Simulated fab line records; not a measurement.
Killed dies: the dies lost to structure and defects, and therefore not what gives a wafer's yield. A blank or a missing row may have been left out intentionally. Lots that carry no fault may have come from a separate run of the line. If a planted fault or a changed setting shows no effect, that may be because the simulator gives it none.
A struck lot beside a sound one :: flow n5_finfet :: 15 steps out of a route of 1938
Sound: the wafers L795.1, L795.2. Struck: wafers L797.3, L797.4, L797.5. The cause comes at the end.
Order at every step that has rows: each side's tool, ch and its chambers, its first start. Under that, the readings that differ: sound wafers :: struck wafers :: difference of the means :: sigmas: that difference in standard deviations of wafers without a fault.
alike: a reading whose means differ by less than 2 such deviations, as well as words and numbers matching on both sides. not compared: withheld readings; readings where some wafer has no value; bounds like >300 that might hide an equal value; numbers whose values overlap and for which the record gives no deviation.
A row with sigmas, a row that says differs or no value, or rows on one side alone: a step with any of these is where the two part. When numbers do not overlap yet have no deviation, they are printed without sigmas and do not part them. A reading missing from all wafers of one side parts the sides only when that side holds two or more wafers.

first, 6 steps without rows for these wafers: N5_BEOL_M15_EBR_06; N5_BEOL_M15_SOFTBAKE_05 (time 60 s); N5_BEOL_M15_EXPOSE_07 (exposes mask V14); N5_BEOL_M15_PEB_08 (peb time 90 s); N5_BEOL_M15_DEVELOP_09 (develop time 45 s); N5_BEOL_M15_HARDBAKE_14 (time 120 s).
N5_BEOL_M15_CD_MEAS_10: target cd 360 nm.
  sound on cd_sem-01 ch 0, day 17 14:04; struck on cd_sem-02 ch 0, day 19 02:20
  alike: cd_nm
N5_BEOL_M15_OVL_MEAS_11:
  sound on overlay-01 ch 0, day 17 14:06; struck on overlay-02 ch 0, day 19 02:21
  alike: V14_OVL
N5_BEOL_M15_INSPECT_12: inspects for defects (macro).
  sound on defect_inspect-01 at day 17 14:07; struck on defect_inspect-02 at day 19 02:23
  alike: raw_defect_count
N5_BEOL_M15_DESCUM_15: chemistry O2, time 7.9 s.
  sound on rie_diel-03 ch 0,1, day 17 14:18; struck on rie_diel-02 ch 0,1,3, day 19 02:28
  alike: drypump_motor_current_A, oes_product_au, rf_vpp_V, showerhead_plenum_p_Torr, throttle_valve_pct
  not compared: rf_hours_counter_h
N5_BEOL_M15_ETCH_59: etches BARC in N2/H2, target depth 89 nm, overetch 26.7 nm, time 67.9 s.
  sound on rie_diel-03 ch 0,1, day 17 14:20; struck on rie_diel-02 ch 0,1,3, day 19 02:30
  alike: drypump_motor_current_A, oes_product_au, rf_vpp_V, showerhead_plenum_p_Torr, throttle_valve_pct
  not compared: rf_hours_counter_h
N5_BEOL_M15_VIA_ETCH_16: etches SiO2 in C4F8/O2/Ar, target depth 1792.2 nm.
  sound on rie_diel-03 ch 0,1, day 17 14:23; struck on rie_diel-02 ch 0,1,3, day 19 02:33
  alike: drypump_motor_current_A, oes_o_777_au, oes_product_au, rf_vpp_V, showerhead_plenum_p_Torr, throttle_valve_pct
N5_BEOL_M15_STRIP_63: strips in O2.
  sound on rie_diel-03 ch 0,1, day 17 14:00; struck on rie_diel-02 ch 0,1,3, day 19 02:00
reading: chamber_pressure_mTorr (mTorr)
sound: 30.02 30.07
struck: 38.97 39.00 39.00
difference: +8.95
sigmas: +99 or more
  alike: drypump_motor_current_A, oes_product_au, rf_vpp_V, showerhead_plenum_p_Torr, throttle_valve_pct
  not compared: rf_hours_counter_h
N5_BEOL_M15_STRIP_64: strips in O2.
  sound: rie_diel-03 ch 0,1; struck: rie_diel-02 ch 0,1,3
  alike: chamber_pressure_mTorr, drypump_motor_current_A, oes_product_au, rf_vpp_V, showerhead_plenum_p_Torr, throttle_valve_pct
  not compared: rf_hours_counter_h
N5_PASSIVATION_PROBE_49:
  rows exist in the record for the struck wafers here (prober-01, day 19 22:34), but not for the sound ones

WHERE THEY PART
First at N5_BEOL_M15_STRIP_63; last, within this record, at N5_PASSIVATION_PROBE_49.

WHY: what the simulator had put in
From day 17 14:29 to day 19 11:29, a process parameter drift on rie_diel-02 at N5_BEOL_M15_STRIP_63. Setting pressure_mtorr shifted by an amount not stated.
